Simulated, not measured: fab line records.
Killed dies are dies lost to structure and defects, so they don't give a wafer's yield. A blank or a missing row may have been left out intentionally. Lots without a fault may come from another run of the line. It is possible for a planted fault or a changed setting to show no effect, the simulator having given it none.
What tool caused it? -- flow nand harc -- 45 wafers from 15 lots sampled at 5 of the route's 1302 steps

== WHAT THE GAUGES READ, wafer by wafer ==
NHARC_THIN_TSV_CD_MEAS_33 targets a cd of 5000 nm. Usual: cd nm reads 5000.6 nm (standard deviation 1.3).
lot,measured,on,cd nm (nm),flag
L602,day 24 04:53,cd sem-02,5000.8 5001.2 5000.6,
L603,day 24 15:56,cd sem-02,4999.8 4999.5 4998.9,
L604,day 25 09:55,cd sem-01,4998.6 4999.2 5001.8,
L606,day 25 08:37,cd sem-03,5001.8 5000.6 5000.9,
L607,day 24 22:42,cd sem-02,4998.8 5002.3 5001.3,
L608,day 26 00:34,cd sem-01,4999.2 5001.1 5000.5,
L610,day 26 12:07,cd sem-03,5000.6 5000.4 5003.5,
L609,day 27 05:40,cd sem-02,5000.1 5000.4 5000.4,
L612,day 27 23:17,cd sem-03,5002.1 4999.9 5004.4,
L613,day 28 08:10,cd sem-03,5000.5 4999.9 5000.4,
L614,day 28 09:28,cd sem-03,4999.4 5001.3 5002.9,
L625,day 34 14:12,cd sem-01,5001.7 5001.1 5002.3,

NHARC_END_SORT_01. Usual: killed at array 44, standard deviation 16; killed at other 0.6, standard deviation 1.1; killed at periphery 3.9, standard deviation 2.6; killed dies 48, standard deviation 16; killed open 3.1, standard deviation 1.9; killed short 2.4, standard deviation 1.8.
lot,measured,on,killed at array,killed at other,killed at periphery,killed dies,killed open,killed short,flag
L602,day 24 14:41,prober-02,60 56 46,2 0 1,3 1 2,65 57 49,4 3 3,1 3 2,
L603,day 25 01:07,prober-01,63 61 64,0 0 0,4 6 2,67 67 66,2 5 6,3 1 5,
L604,day 25 17:45,prober-01,77 49 78,0 1 0,3 9 4,80 59 82,4 7 1,3 2 5,
L606,day 25 17:49,prober-02,18 17 18,0 0 0,0 5 3,18 22 21,2 2 5,0 2 3,
L607,day 25 08:57,prober-01,53 67 75,1 0 0,7 7 3,61 74 78,4 6 2,5 3 0,
L608,day 26 12:58,prober-01,59 53 58,0 1 1,0 3 3,59 57 62,2 3 4,0 2 2,
L610,day 27 00:02,prober-02,74 60 42,0 0 0,1 7 3,75 67 45,3 1 6,4 4 1,
L609,day 27 15:32,prober-01,44 45 29,0 2 0,4 2 2,48 49 31,0 2 1,2 4 2,
L612,day 28 08:25,prober-01,48 37 37,1 0 1,5 4 8,54 41 46,4 2 6,7 8 1,
L613,day 28 20:40,prober-02,39 45 41,2 0 2,3 3 3,44 48 46,1 4 5,2 0 0,
L614,day 28 21:28,prober-01,18 30 24,1 3 0,0 2 1,19 35 25,1 8 6,1 7 2,
L621,day 32 16:56,prober-01,670 674 674,3 0 0,4 3 3,677 677 677,4 4 0,0 4 2,OFF
L623,day 34 13:04,prober-01,673 675 675,0 0 1,4 2 1,677 677 677,0 4 5,1 5 4,OFF
L624,day 33 12:05,prober-02,669 674 671,0 0 0,8 3 6,677 677 677,4 0 0,4 1 2,OFF
L625,day 35 09:57,prober-01,48 53 45,0 0 1,2 2 2,50 55 48,5 2 2,1 1 3,

== WHAT TOOL EACH LOT RAN ON (gives the tool, then ch and the chambers of the sampled wafers, and finally the start) ==
lot,NHARC_A_CHANNEL_HOLE_D1_STRIP_43,NHARC_THIN_TSV_ETCH_15,NHARC_THIN_TSV_DEGAS_49
L602,"rie diel-12 ch 0,3, day 8 17:40","rie si-02 ch 1,2,3, day 23 23:55","pvd sputter-01, day 24 01:52"
L603,"rie diel-12 ch 0,1,3, day 8 22:34","rie si-06 ch 0,3, day 24 11:00","pvd sputter-02, day 24 12:58"
L604,"rie diel-12 ch 0,2,3, day 9 23:45","rie si-05 ch 1,2,3, day 25 04:56","pvd sputter-02, day 25 06:53"
L606,"rie diel-04 ch 0,2,3, day 10 12:37","rie si-02 ch 0,3, day 25 03:37","pvd sputter-01, day 25 05:36"
L607,"rie diel-12 ch 0,1,3, day 10 13:01","rie si-05 ch 0,1,3, day 24 17:35","pvd sputter-02, day 24 19:32"
L608,"rie diel-12 ch 1,2,3, day 11 02:44","rie si-06 ch 1,2, day 25 19:03","pvd sputter-02, day 25 21:06"
L610,"rie diel-10 ch 1,2,3, day 11 23:13","rie si-02 ch 0,1,2, day 26 07:04","pvd sputter-01, day 26 09:07"
L609,"rie diel-04 ch 1,2,3, day 11 23:35","rie si-02 ch 0,2,3, day 27 00:28","pvd sputter-02, day 27 02:34"
L612,"rie diel-10 ch 0,1, day 12 11:28","rie si-06 ch 1,2, day 27 18:16","pvd sputter-01, day 27 20:14"
L613,"rie diel-12 ch 0,3, day 13 13:19","rie si-02 ch 0,1,3, day 28 03:13","pvd sputter-01, day 28 05:10"
L614,"rie diel-12 ch 0,3, day 13 17:26","rie si-05 ch 0,1,3, day 28 04:23","pvd sputter-02, day 28 06:18"
L621,"rie diel-04 ch 2,3, day 17 01:36",-,-
L623,"rie diel-12 ch 1,2, day 17 17:56",-,-
L624,"rie diel-10 ch 0,2,3, day 17 22:22",-,-
L625,"rie diel-04 ch 1,2,3, day 18 18:10","rie si-02 ch 1,2, day 34 09:16","pvd sputter-03, day 34 11:13"
- NHARC_A_CHANNEL_HOLE_D1_STRIP_43: strips in O2/COS.
- NHARC_THIN_TSV_ETCH_15: target depth 3000 nm, bosch target overetch cycles 2, bosch etch step 2.8 s.
- NHARC_THIN_TSV_DEGAS_49: time 120 s.

== WHAT THE TOOLS THEMSELVES READ (means of the sampled wafers that have a number; where no wafer has one, the mark that the record gives instead) ==
NHARC_THIN_TSV_ETCH_15. Usual: drypump motor current A reads 5.7 A (standard deviation 0.49).
lot,tool,drypump motor current A (A),flag
L602,rie si-02,6.0,
L603,rie si-06,6.5,
L604,rie si-05,5.2,
L606,rie si-02,5.4,
L607,rie si-05,5.4,
L608,rie si-06,5.9,
L610,rie si-02,5.5,
L609,rie si-02,5.7,
L612,rie si-06,5.7,
L613,rie si-02,5.7,
L614,rie si-05,5.4,
L625,rie si-02,5.8,

NHARC_THIN_TSV_DEGAS_49. Usual: heater power w reads 458 W (standard deviation 45).
lot,tool,heater power w (W),flag
L602,pvd sputter-01,478,
L603,pvd sputter-02,471,
L604,pvd sputter-02,449,
L606,pvd sputter-01,472,
L607,pvd sputter-02,462,
L608,pvd sputter-02,466,
L610,pvd sputter-01,466,
L609,pvd sputter-02,497,
L612,pvd sputter-01,464,
L613,pvd sputter-01,480,
L614,pvd sputter-02,491,
L625,pvd sputter-03,410,

== THE ANSWER, worked out from the rows above alone ==
Rule: a lot counts as off when the mean over its wafers that have a number is more than 3 standard deviations away from the usual mean. A lot without any number at a reading at which 4 lots or more have one is off too. The other lots that the step has rows for count as sound. The gauges are gone through in route order, then the tools' own readings, and for those a lot's mean is taken as printed above. At the first step where some lot is off, the reading lying furthest off is the one used; lots without a number count as furthest.
Off: L621, L623, L624 (NHARC_END_SORT_01, killed at array).
A tool fits if, at a process step before that reading, it ran every lot that is off, and no sound lot after the first of them. Gauges at NHARC_END_SORT_01: tried the same way as those tools. Of those tried, none fits.

== WHAT THE SIMULATOR PUT IN ==
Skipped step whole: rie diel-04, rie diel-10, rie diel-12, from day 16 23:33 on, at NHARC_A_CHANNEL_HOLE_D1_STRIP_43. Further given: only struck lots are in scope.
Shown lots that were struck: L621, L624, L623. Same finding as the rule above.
